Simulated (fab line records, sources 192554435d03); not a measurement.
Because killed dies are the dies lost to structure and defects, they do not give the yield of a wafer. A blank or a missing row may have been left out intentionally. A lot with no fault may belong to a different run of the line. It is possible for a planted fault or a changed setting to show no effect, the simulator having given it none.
Chamber matching | flow n5 finfet | rie diel-06 running N5_BEOL_M3_ETCH_74: 4 sister chambers
The step etches underlayer in N2/H2, target depth 6.5 nm, time 5.2 s. 8 wafers are shown with their chamber, then 8 later ones without.

WAFERS, EACH WITH ITS CHAMBER
wafer  | chamber | showerhead plenum p Torr (Torr) | oes product au (a.u.)
L997.5 | 3       | 2.41                            | 0.58
L101.1 | 2       | 2.57                            | 0.68
L101.3 | 0       | 2.65                            | 0.66
L101.4 | 1       | 2.50                            | 0.80
L103.1 | 3       | 2.40                            | 0.58
L103.2 | 0       | 2.65                            | 0.65
L103.4 | 2       | 2.56                            | 0.67
L107.1 | 1       | 2.49                            | 0.77

WAFERS WITH NO CHAMBER GIVEN
wafer  | showerhead plenum p Torr (Torr) | oes product au (a.u.)
L107.2 | 2.40                            | 0.57
L107.6 | 2.49                            | 0.78
L109.2 | 2.64                            | 0.64
L109.4 | 2.55                            | 0.67
L109.6 | 2.64                            | 0.64
L118.3 | 2.63                            | 0.62
L118.4 | 2.55                            | 0.66
L118.6 | 2.55                            | 0.66

WHICH CHAMBER EACH WENT THROUGH
wafer  | from the rows above | in truth
L107.2 | 3                   | 3
L107.6 | 1                   | 1
L109.2 | 0                   | 0
L109.4 | 2                   | 2
L109.6 | 0                   | 0
L118.3 | 0                   | 0
L118.4 | 2                   | 2
L118.6 | 2                   | 2
Correct placement for 8 of the 8. Can't be placed from these rows: 0. Number placed wrongly: 0.
How it was worked out, from the rows above alone: a wafer's distance from a chamber is the root of the sum, over the readings, of the square of ((its reading less the chamber's mean) divided by the reading's scatter). The wafer belongs to the nearest chamber; if the next one is less than 2 further off, it can't be placed. For every chamber, the mean is computed from those of its wafers that are shown. The scatter: take each reading less its chamber's mean, square it, sum over the shown wafers, divide by the number of wafers less the number of chambers, and take the root.
